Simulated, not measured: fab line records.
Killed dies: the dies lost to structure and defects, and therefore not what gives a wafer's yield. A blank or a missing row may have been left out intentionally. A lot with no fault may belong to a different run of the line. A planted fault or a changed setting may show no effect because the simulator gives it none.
fab line records ; flow n5Finfet
[record] lots = 5; wafers = 15; lastDay = 17
route steps=1938 shown DUMMY_GATE@222 BEOL_M4@1111
lots that met no fault: taken from a fault-free run of the same line
startH: start of the lot's first displayed wafer, in hours after the record's first day ; waitH: hours elapsed since this lot's preceding step ; " as in the row above ; L1.1+2: a single row standing in for several wafers ; - no value, or no start was given ; * or withheld: withheld ; < > ~ a bound
route shown NAME@n: NAME is a module with steps in the file, n the number in the route of the first one ; usual: mean/standard deviation taken from wafers without a fault ; same: alike in all rows ; chamber/n: place in a boat ; sites: the reading at each site ; _std_site: standard deviation of those values ; _edge_site: inner sites' mean taken away from outer sites' mean ; radiusMm: for every site, how far away it sits from the centre of the wafer ; mask NAME#n: copy n ; behind: tool/chamber where the wafer was last shaped ; hold: the reason the lot was held/the length of the hold in hours/how it ended ; device: transistor that didn't switch, given as n, p or np ; end of line: the route-end tests of the same wafers ; a step given without rows: its recipe and nothing more ; killed: dies that structure and defects cost at the first sort, which is not the same as the wafer's yield ; map: a wafer's dies, marking killed ones x, the rest . and places with no die _
set.NAME: setting as actually run; set.NAME@STEP: the setting as run at that earlier step ; model.NAME: the simulator's own value behind a step, which no gauge read
certain route steps with their lots: each step a table, each wafer a row
services: from which hour (startH, from the record's first day; less than 0 if before it) a tool's chamber was out of use, for how many hours, and why
[[steps]]
[step N5_DUMMY_GATE_COAT_34]
[recipe] resist = SOC; tempC = 250; timeS = 60; spinRpm = 1500; resistThkNm = 60
[step N5_DUMMY_GATE_COAT_35]
[recipe] resist = SiARC; tempC = 220; timeS = 60; spinRpm = 1500; resistThkNm = 10
[step N5_DUMMY_GATE_COAT_28]
[recipe] resist = underlayer; tempC = 205; timeS = 60; spinRpm = 1500; resistThkNm = 10
[step N5_DUMMY_GATE_COAT_09]
[recipe] resist = CAR-EUV; spinRpm = 1500; resistThkNm = 30
[step N5_DUMMY_GATE_EBR_11]
[recipe] solvent = PGMEA; ebrWidthMm = 1.5
[step N5_DUMMY_GATE_SOFTBAKE_10]
[recipe] tempC = 110; timeS = 60; resist = CAR-EUV
[step N5_DUMMY_GATE_EXPOSE_12]
[recipe] maskId = GATE; na = 0.33; sourceShape = annular; sigmaInner = 0.2; sigmaOuter = 0.6; polarization = unpolarized; targetCdNm = 25; doseMj = 34
[step N5_DUMMY_GATE_PEB_13]
[recipe] pebTempC = 100; pebTimeS = 60; resist = CAR-EUV
[step N5_DUMMY_GATE_DEVELOP_14]
[recipe] developTimeS = 30; developer = TMAH; resist = CAR-EUV; rinseLiquid = surfactantRinse; dry = airSpin; devTempC = 23
[step N5_DUMMY_GATE_CD_MEAS_15]
[recipe] targetCdNm = 25.8; landingEnergyEv = 500; detector = seInlens
[usual] cdNm = 25.08/0.23
lot.wafer;tool;chamber;startH;waitH;cdNm
L473.1;cdSem-01;0;102.13;-;25.17
L473.2;cdSem-01;0;102.13;-;25.50
L473.4;cdSem-01;0;102.13;-;24.94
L476.2;cdSem-01;0;125.14;-;25.23
L476.3;cdSem-01;0;125.14;-;24.75
L476.4;cdSem-01;0;125.14;-;24.74
L477.2;cdSem-03;0;126.08;-;25.48
L477.4;cdSem-03;0;126.08;-;24.92
L477.5;cdSem-03;0;126.08;-;25.19
L481.4;cdSem-01;0;148.26;-;25.44
L481.5;cdSem-01;0;148.26;-;25.31
L481.6;cdSem-01;0;148.26;-;25.33
L484.2;cdSem-01;0;168.82;-;25.09
L484.3;cdSem-01;0;168.82;-;24.97
L484.4;cdSem-01;0;168.82;-;24.87
[step N5_DUMMY_GATE_OVL_MEAS_16]
[recipe] pointsPerWafer = 522
[usual] GATE_OVL = 0.4/0.68
lot.wafer;tool;chamber;startH;waitH;GATE_OVL[nm]
L473.1;overlay-01;0;102.17;0.0;0.4
L473.2;overlay-01;0;102.17;0.0;0.2
L473.4;overlay-01;0;102.17;0.0;0.4
L476.2;overlay-02;0;125.18;0.0;0.4
L476.3;overlay-02;0;125.18;0.0;-0.4
L476.4;overlay-02;0;125.18;0.0;0.3
L477.2;overlay-01;0;126.13;0.0;0.6
L477.4;overlay-01;0;126.13;0.0;1.0
L477.5;overlay-01;0;126.13;0.0;1.0
L481.4;overlay-02;0;148.31;0.0;0.8
L481.5;overlay-02;0;148.31;0.0;0.2
L481.6;overlay-02;0;148.31;0.0;-0.4
L484.2;overlay-02;0;168.87;0.0;-0.3
L484.3;overlay-02;0;168.87;0.0;-0.1
L484.4;overlay-02;0;168.87;0.0;-0.1
[step N5_DUMMY_GATE_INSPECT_17]
[recipe] mode = adi; inspectInstrument = brightfield
[usual] rawDefectCount = 216/59
lot.wafer;tool;chamber;startH;waitH;rawDefectCount
L473.1;defectInspect-01;-;102.23;0.1;209
L473.2;defectInspect-01;-;102.23;0.1;231
L473.4;defectInspect-01;-;102.23;0.1;153
L476.2;defectInspect-02;-;125.24;0.0;263
L476.3;defectInspect-02;-;125.24;0.0;304
L476.4;defectInspect-02;-;125.24;0.0;326
L477.2;defectInspect-02;-;126.18;0.0;216
L477.4;defectInspect-02;-;126.18;0.0;241
L477.5;defectInspect-02;-;126.18;0.0;196
L481.4;defectInspect-02;-;148.35;0.0;240
L481.5;defectInspect-02;-;148.35;0.0;242
L481.6;defectInspect-02;-;148.35;0.0;178
L484.2;defectInspect-02;-;168.92;0.0;215
L484.3;defectInspect-02;-;168.92;0.0;229
L484.4;defectInspect-02;-;168.92;0.0;285
[step N5_DUMMY_GATE_DESCUM_20]
[recipe] chemistry = O2; timeS = 6.2; sourcePowerW = 50; biasPowerW = 20; pressureMtorr = 20; rfFrequencyHz = 2.712e+07; tempC = 40; resist = CAR-EUV; o2FlowSccm = 225
[usual] drypumpMotorCurrentA = 5.6/0.42; oesProductAu = 0.81/0.1; rfVppV = 243.3/1.5; showerheadPlenumPTorr = 2.09/0.085; throttleValvePct = 20.51/0.19
lot.wafer;tool;chamber;startH;waitH;drypumpMotorCurrentA;oesProductAu;rfHoursCounterH;rfVppV;showerheadPlenumPTorr;throttleValvePct;model.CAR-EUV_of_DUMMY_GATE_COAT_09.thkNm
L473.1;rieDiel-02;2;102.26;0.0;5.8;0.90;16;246.4;2.23;20.32;26.4
L473.2;rieDiel-02;1;102.26;0.0;5.1;0.65;248;242.8;2.05;20.76;26.6
L473.4;rieDiel-02;3;102.26;0.0;5.7;1.00;3;242.4;2.05;20.38;27
L476.2;rieDiel-04;0;125.27;0.0;4.8;0.68;245;242.3;1.98;20.64;26.6
L476.3;rieDiel-04;3;125.27;0.0;6.2;0.82;104;242.8;2.04;20.83;26.6
L476.4;rieDiel-04;1;125.27;0.0;5.2;0.72;206;241.7;2.06;20.39;26.6
L477.2;rieDiel-05;0;126.29;0.1;5.4;0.71;210;241.5;1.98;20.46;26.6
L477.4;rieDiel-05;3;126.29;0.1;5.9;0.90;28;245.1;2.23;20.26;26.6
L477.5;rieDiel-05;0;126.29;0.1;5.4;0.71;-;241.7;1.98;20.45;26.6
L481.4;rieDiel-04;1;148.42;0.1;5.2;0.72;-;243.0;2.05;20.40;26.6
L481.5;rieDiel-04;2;148.42;0.1;6.2;0.88;-;245.5;2.20;20.50;26.6
L481.6;rieDiel-04;3;148.42;0.1;6.2;0.81;-;241.6;2.04;20.85;26.6
L484.2;rieDiel-02;1;168.95;0.0;5.1;0.96;6;242.8;2.04;20.41;26.4
L484.3;rieDiel-02;2;168.95;0.0;5.8;0.89;28;244.8;2.22;20.33;26.4
L484.4;rieDiel-02;3;168.95;0.0;5.7;0.96;17;243.0;2.05;20.41;26.4
[step N5_DUMMY_GATE_ETCH_29]
[recipe] chemistry = N2/H2; target = underlayer; targetDepthA = 130; ionEnergyEv = 200; pressureMtorr = 30; sourceW = 840; biasW = 150; n2FlowSccm = 200; h2FlowSccm = 200
[usual] drypumpMotorCurrentA = 5.7/0.42; oesProductAu = 0.80/0.1; rfVppV = 524/3; showerheadPlenumPTorr = 2.55/0.1; throttleValvePct = 18.04/0.2
lot.wafer;tool;chamber;startH;waitH;drypumpMotorCurrentA;oesProductAu;rfHoursCounterH;rfVppV;showerheadPlenumPTorr;throttleValvePct
L473.1;rieDiel-02;2;102.33;0.0;5.8;0.91;16;529;2.71;17.86
L473.2;rieDiel-02;1;102.33;0.0;5.1;0.66;248;521;2.50;18.35
L473.4;rieDiel-02;3;102.33;0.0;5.7;1.00;3;523;2.52;18.02
L476.2;rieDiel-04;0;125.33;0.0;4.8;0.68;245;519;2.41;18.11
L476.3;rieDiel-04;3;125.33;0.0;6.2;0.80;104;522;2.48;18.30
L476.4;rieDiel-04;1;125.33;0.0;5.2;0.71;206;524;2.51;17.87
L477.2;rieDiel-05;0;126.35;0.0;5.4;0.71;210;519;2.43;18.22
L477.4;rieDiel-05;3;126.35;0.0;5.9;0.88;28;529;2.71;17.73
L477.5;rieDiel-05;0;126.35;0.0;5.4;0.71;-;520;2.43;18.20
L481.4;rieDiel-04;1;148.47;0.0;5.2;0.70;-;523;2.51;17.87
L481.5;rieDiel-04;2;148.47;0.0;6.1;0.89;-;528;2.70;18.07
L481.6;rieDiel-04;3;148.47;0.0;6.2;0.80;-;522;2.48;18.31
L484.2;rieDiel-02;1;169.02;0.0;5.1;0.96;6;522;2.49;17.93
L484.3;rieDiel-02;2;169.02;0.0;5.8;0.89;28;527;2.71;17.88
L484.4;rieDiel-02;3;169.02;0.0;5.7;0.96;17;522;2.51;18.04
[step N5_DUMMY_GATE_ETCH_36]
[recipe] chemistry = CF4; target = SiARC; targetDepthA = 130; pressureMtorr = 40; sourceW = 545; biasW = 36; Ar_flow_sccm = 100; cf4FlowSccm = 100; ionEnergyEv = 80
[usual] drypumpMotorCurrentA = 5.7/0.42; oesProductAu = 0.80/0.11; rfVppV = 184.1/1.3; showerheadPlenumPTorr = 2.14/0.084; throttleValvePct = 15.68/0.2
lot.wafer;tool;chamber;startH;waitH;drypumpMotorCurrentA;oesProductAu;rfHoursCounterH;rfVppV;showerheadPlenumPTorr;throttleValvePct;model.CAR-EUV_of_DUMMY_GATE_COAT_09.thkNm
L473.1;rieDiel-02;2;102.37;0.0;5.8;0.91;16;184.6;2.27;15.43;11.4
L473.2;rieDiel-02;1;102.37;0.0;5.1;0.67;248;184.3;2.12;16.15;11.4
L473.4;rieDiel-02;3;102.37;0.0;5.8;1.01;3;183.8;2.10;15.47;11.2
L476.2;rieDiel-04;0;125.37;0.0;4.8;0.67;245;181.9;2.02;15.86;11.8
L476.3;rieDiel-04;3;125.37;0.0;6.2;0.80;104;184.2;2.07;15.75;11.4
L476.4;rieDiel-04;1;125.37;0.0;5.1;0.71;206;183.3;2.11;15.70;12
L477.2;rieDiel-05;0;126.39;0.0;5.3;0.71;210;184.3;2.03;15.73;11.4
L477.4;rieDiel-05;3;126.39;0.0;5.9;0.89;28;186.2;2.27;15.37;11.2
L477.5;rieDiel-05;0;126.39;0.0;5.4;0.70;-;182.3;2.03;15.72;11.4
L481.4;rieDiel-04;1;148.51;0.0;5.2;0.70;-;184.2;2.11;15.72;11.8
L481.5;rieDiel-04;2;148.51;0.0;6.2;0.89;-;184.0;2.28;15.82;11.2
L481.6;rieDiel-04;3;148.51;0.0;6.2;0.81;-;183.7;2.07;15.77;11.4
L484.2;rieDiel-02;1;169.06;0.0;5.1;0.97;6;182.9;2.12;15.67;10.8
L484.3;rieDiel-02;2;169.06;0.0;5.8;0.89;28;186.2;2.26;15.47;11.2
L484.4;rieDiel-02;3;169.06;0.0;5.7;0.95;17;184.1;2.10;15.50;10.6
[step N5_DUMMY_GATE_ETCH_37]
[recipe] chemistry = N2/H2; target = SOC; targetDepthA = 600; overetchA = 300; tempC = 40; ionEnergyEv = 200; pressureMtorr = 30; sourceW = 840; biasW = 150; n2FlowSccm = 200; h2FlowSccm = 200
[usual] drypumpMotorCurrentA = 5.7/0.42; oesProductAu = 0.63/0.076; rfVppV = 523.7/3; showerheadPlenumPTorr = 2.55/0.1; throttleValvePct = 17.97/0.2
lot.wafer;tool;chamber;startH;waitH;drypumpMotorCurrentA;oesProductAu;rfHoursCounterH;rfVppV;showerheadPlenumPTorr;throttleValvePct
L473.1;rieDiel-02;2;102.41;0.0;5.8;0.72;16;528.6;2.71;17.77
L473.2;rieDiel-02;1;102.41;0.0;5.1;0.53;248;522.8;2.50;18.26
L473.4;rieDiel-02;3;102.41;0.0;5.7;0.77;3;521.5;2.52;17.94
L476.2;rieDiel-04;0;125.41;0.0;4.8;0.54;245;519.1;2.41;18.04
L476.3;rieDiel-04;3;125.41;0.0;6.2;0.64;104;520.8;2.48;18.21
L476.4;rieDiel-04;1;125.41;0.0;5.2;0.57;206;522.7;2.51;17.79
L477.2;rieDiel-05;0;126.43;0.0;5.4;0.56;210;519.5;2.43;18.13
L477.4;rieDiel-05;3;126.43;0.0;5.9;0.69;28;528.4;2.71;17.64
L477.5;rieDiel-05;0;126.43;0.0;5.4;0.56;-;519.7;2.43;18.15
L481.4;rieDiel-04;1;148.55;0.0;5.2;0.56;-;522.9;2.51;17.82
L481.5;rieDiel-04;2;148.55;0.0;6.2;0.69;-;528.6;2.70;17.99
L481.6;rieDiel-04;3;148.55;0.0;6.2;0.64;-;521.2;2.48;18.21
L484.2;rieDiel-02;1;169.10;0.0;5.1;0.76;6;522.8;2.49;17.84
L484.3;rieDiel-02;2;169.10;0.0;5.8;0.69;28;527.5;2.71;17.81
L484.4;rieDiel-02;3;169.10;0.0;5.7;0.74;17;522.9;2.51;17.97
[step N5_BEOL_M4_RC_MEAS_101]
[usual] DIBL_N = 36.4/1.6; DIBL_P = 36.2/1.8; IOFF_N = 0.159/0.029; IOFF_P = 0.21/0.034; ION_N = 670/12; ION_P = 459/8.2; SS_N = 71.5/0.59; SS_P = 73.2/0.54; VT_N = 250/3.3; VT_P = -250/3.7
lot.wafer;tool;chamber;startH;waitH;DIBL_N[mV/V];DIBL_P[mV/V];IOFF_N[nA/um];IOFF_P[nA/um];ION_N[uA/um];ION_P[uA/um];SS_N[mV/dec];SS_P[mV/dec];VT_N[mV];VT_P[mV]
L473.1;prober-01;0;224.96;0.0;35.6;33.0;0.129;0.18;671;460;71.4;72.4;252;-250
L473.2;prober-01;0;224.96;0.0;38.1;36.9;0.188;0.24;691;471;72.2;74.2;246;-248
L473.4;prober-01;0;224.96;0.0;38.0;36.5;0.176;0.25;680;470;72.1;73.5;248;-245
L476.2;prober-01;0;272.58;0.2;38.0;35.7;0.173;0.21;672;455;71.8;73.6;247;-249
L476.3;prober-01;0;272.58;0.2;39.2;38.0;0.204;0.26;675;463;73.0;74.1;247;-246
L476.4;prober-01;0;272.58;0.2;37.6;36.4;0.166;0.23;677;465;71.0;72.7;249;-249
L477.2;prober-02;0;278.40;0.2;37.9;37.1;0.174;0.22;672;456;72.0;73.4;250;-252
L477.4;prober-02;0;278.40;0.2;36.1;34.8;0.153;0.19;667;451;71.5;72.8;250;-254
L477.5;prober-02;0;278.40;0.2;37.7;36.0;0.163;0.21;670;458;72.4;73.5;249;-250
L481.4;prober-01;0;294.06;0.5;35.4;34.5;0.132;0.18;663;457;71.2;73.0;255;-251
L481.5;prober-01;0;294.06;0.5;34.9;34.4;0.132;0.18;662;457;71.7;72.9;254;-254
L481.6;prober-01;0;294.06;0.5;34.7;35.0;0.125;0.18;656;449;71.9;73.6;257;-253
L484.2;prober-02;0;304.25;0.2;36.5;34.4;0.146;0.17;665;455;72.2;72.6;250;-253
L484.3;prober-02;0;304.25;0.2;37.5;36.1;0.160;0.21;666;459;72.0;73.2;249;-252
L484.4;prober-02;0;304.25;0.2;37.6;35.4;0.173;0.19;684;461;71.6;73.4;247;-250
[[services]]
tool;chamber;startH;hours;kind
rieDiel-04;1;80.68;3.3;repair
rieDiel-02;-;110.04;15.6;pm
rieDiel-02;1;126.64;-;clean
rieDiel-02;1;126.64;-;consumableReplace:focusRing
rieDiel-02;1;126.64;20.7;scheduledDown
rieDiel-02;1;126.64;20.7;ventCycle
rieDiel-04;3;138.80;6.5;repair
rieDiel-04;0;145.27;-;clean
rieDiel-04;0;145.27;-;consumableReplace:focusRing
rieDiel-04;0;145.27;-;consumableReplace:showerhead
rieDiel-04;0;145.27;22.0;scheduledDown
rieDiel-04;0;145.27;22.0;ventCycle
rieDiel-02;2;146.85;7.3;repair
[[key]]
firstSign none at tools or gauges
[modelEffect] step = N5_DUMMY_GATE_DESCUM_20; value = CAR-EUV_of_DUMMY_GATE_COAT_09.thkNm; without = 26.6; struck = 27
[modelEffect] step = N5_DUMMY_GATE_ETCH_36; value = CAR-EUV_of_DUMMY_GATE_COAT_09.thkNm; without = 10.6; struck = 11.2
metAt N5_DUMMY_GATE_DESCUM_20
struckWafers L473.4
[fault] kind = processParameterDrift; tool = rieDiel-02; chamber = 3; onsetH = 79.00; steps = N5_DUMMY_GATE_DESCUM_20; channel = timeS; offset = *; shape = step; endH = 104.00; actsIn = *; stated = *
